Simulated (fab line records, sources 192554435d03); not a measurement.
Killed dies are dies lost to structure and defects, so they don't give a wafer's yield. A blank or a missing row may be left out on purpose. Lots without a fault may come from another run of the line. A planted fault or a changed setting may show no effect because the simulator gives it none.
A struck lot beside a sound one | flow n5_finfet | 16 steps out of a route of 1938
Sound: wafers L249.1, L249.2, L249.6. Struck: wafers L244.3, L244.4. (L244.6 of the same lot was not struck and is left out.) The cause comes at the end.
At each step with rows: each side's tool, then ch and its chambers, then its first start. Under that, the readings that differ: sound wafers | struck wafers | difference of the means | sigmas: that difference in standard deviations of wafers without a fault.
alike: readings whose means differ by less than 2 such deviations, and words and numbers that are the same on both sides. not compared: withheld readings, readings that some wafer has no value for, bounds like >300 that may hide the same value, and numbers for which the record gives no deviation and whose values overlap.
The two part at a step that has a row with sigmas, a row that says differs or no value, or rows on one side only. Numbers that don't overlap but have no deviation are shown without sigmas and don't part them. A reading that every wafer of one side lacks parts them only if that side has two wafers or more.

first, 2 steps without rows for these wafers: N5_DUMMY_GATE_STRIP_38 (strips in N2/H2); N5_DUMMY_GATE_STRIP_39 (strips in N2/H2).
N5_DUMMY_GATE_TRIM_49: chemistry O2, time 29 s, target cd 14 nm.
  sound on rie_si-03 ch 0,1,3, day 5 22:16; struck on rie_si-06 ch 0,2, day 5 03:13
  alike: drypump_motor_current_A, oes_product_au, throttle_valve_pct
  not compared: rf_hours_counter_h
then, 1 step without rows for these wafers: N5_DUMMY_GATE_STRIP_40 (strips in CF4).
N5_DUMMY_GATE_CD_MEAS_50: target cd 14 nm.
  sound on cd_sem-01, day 5 22:25; struck on cd_sem-01, day 5 03:22
  alike: cd_nm
N5_DUMMY_GATE_ETCH_31: etches SiO2 in C4F6/O2, target depth 82.5 nm, time 27.5 s.
  sound on rie_diel-03 ch 1,3, day 5 22:28; struck on rie_diel-06 ch 0,2, day 5 03:25
  alike: drypump_motor_current_A, oes_product_au, rf_vpp_V, showerhead_plenum_p_Torr, throttle_valve_pct
  not compared: rf_hours_counter_h
N5_DUMMY_GATE_STRIP_41: strips in O2.
  sound on rie_diel-03 ch 1,3, day 5 22:31; struck on rie_diel-06 ch 0,2, day 5 03:28
  alike: drypump_motor_current_A, oes_product_au, rf_vpp_V, showerhead_plenum_p_Torr, throttle_valve_pct
  not compared: rf_hours_counter_h
then, 2 steps without rows for these wafers: N5_DUMMY_GATE_HM_OPEN_21 (chemistry CH3F/O2, target SiNx, target depth 120 nm, time 171.4 s); N5_DUMMY_GATE_ETCH_32 (etches SiO2 in CF4, target depth 3.5 nm, time 3.9 s).
N5_DUMMY_GATE_ETCH_23: etches poly-Si in HBr/Cl2/O2, target depth 41 nm, time 22.3 s.
  sound on rie_si-05 ch 0,3, day 5 22:45; struck on rie_si-06 ch 1,3, day 5 03:41
  alike: drypump_motor_current_A, oes_product_au, throttle_valve_pct
  not compared: rf_hours_counter_h
N5_DUMMY_GATE_ETCH_44: etches poly-Si in HBr/O2, stops on SiO2, target depth 127.5 nm.
  sound on rie_si-05 ch 0,3, day 5 22:48; struck on rie_si-06 ch 1,3, day 5 03:45
  alike: drypump_motor_current_A, oes_product_au, throttle_valve_pct
  not compared: rf_hours_counter_h
N5_DUMMY_GATE_CD_MEAS_24: target cd 15 nm.
  sound on cd_sem-03, day 5 22:55; struck on cd_sem-01, day 5 03:52
  alike: cd_nm
N5_DUMMY_GATE_ETCH_42: etches SiO2 in CHF3/O2, target depth 3.5 nm, time 31 s.
  sound on rie_diel-06 ch 0,1,2, day 5 22:58; struck on rie_diel-03 ch 0,3, day 5 03:59
  reading                  | sound             | struck      | difference | sigmas
  model.etch.depth_nm (nm) | 3.563 3.445 3.485 | 2.892 3.051 | -0.526     |
  alike: drypump_motor_current_A, oes_product_au, rf_vpp_V, showerhead_plenum_p_Torr, throttle_valve_pct
  not compared: rf_hours_counter_h
then, 1 step without rows for these wafers: N5_DUMMY_GATE_STRIP_48 (strips in N2/H2, time 20 s).
-- the record jumps here: 7 days lie between the struck wafers' starts before and after (it left off in module DUMMY_GATE and takes up again in module BEOL_M4, whose first step shown is number 1111 of the route) --
N5_BEOL_M4_RC_MEAS_101:
  sound on prober-02 ch 0, day 13 12:13; struck on prober-02 ch 0, day 12 02:12
  alike: DIBL_N, DIBL_P, IOFF_N, IOFF_P, ION_N, ION_P, SS_N, SS_P, VT_N, VT_P
N5_PASSIVATION_PROBE_49:
  the record has rows for the sound wafers here (prober-01, day 17 21:14) and none for the struck ones

WHERE THEY PART
Only at N5_PASSIVATION_PROBE_49, within this record.

WHY: what the simulator had put in
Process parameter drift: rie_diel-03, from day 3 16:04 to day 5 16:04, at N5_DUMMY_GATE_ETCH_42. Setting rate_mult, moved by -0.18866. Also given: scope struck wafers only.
